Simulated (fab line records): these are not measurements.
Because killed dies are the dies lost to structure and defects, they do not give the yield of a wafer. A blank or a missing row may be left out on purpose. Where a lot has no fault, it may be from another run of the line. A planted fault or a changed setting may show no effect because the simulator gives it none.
Chamber matching ; flow nand-harc ; cmp-04 running NHARC_A_BONDPAD_CMP_29: 4 sister chambers
The step polishes SiCN, target thk 200 nm. 4 wafers are shown with their chamber, then 10 later ones without.

== WAFERS, EACH WITH ITS CHAMBER ==
wafer;chamber;motor-current-A (A)
L783.4;3;9.5
L783.6;0;10.8
L784.1;2;13.6
L784.2;1;12.7

== WAFERS MISSING THEIR CHAMBER ==
wafer;motor-current-A (A)
L784.4;9.0
L785.1;9.8
L785.3;13.1
L785.5;10.4
L786.2;13.1
L786.5;14.4
L786.6;12.3
L787.1;10.6
L787.4;13.6
L787.5;11.3

== THE CHAMBER EACH PASSED THROUGH ==
wafer;from the rows above;in truth
L784.4;3;3
L785.1;can't be placed: 3 or 0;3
L785.3;can't be placed: 1 or 2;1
L785.5;can't be placed: 0 or 3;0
L786.2;can't be placed: 1 or 2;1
L786.5;2;2
L786.6;1;1
L787.1;0;0
L787.4;2;2
L787.5;0;0
Correctly placed: 6 of 10. Can't be placed from these rows: 4 (the true chamber is among the candidates in 4). Wrongly placed: 0.
How it was worked out, from the rows above alone: a wafer's distance from a chamber is the root of the sum, over the readings, of the square of ((its reading less the chamber's mean) divided by the reading's scatter). The wafer belongs to the nearest chamber; if the next one is less than 2 further off, it can't be placed. The mean given for a chamber averages the wafers shown for that chamber. The scatter (one wafer shown for each chamber): square how far every hidden wafer sits from the nearest shown wafer, average those squares and take the square root.
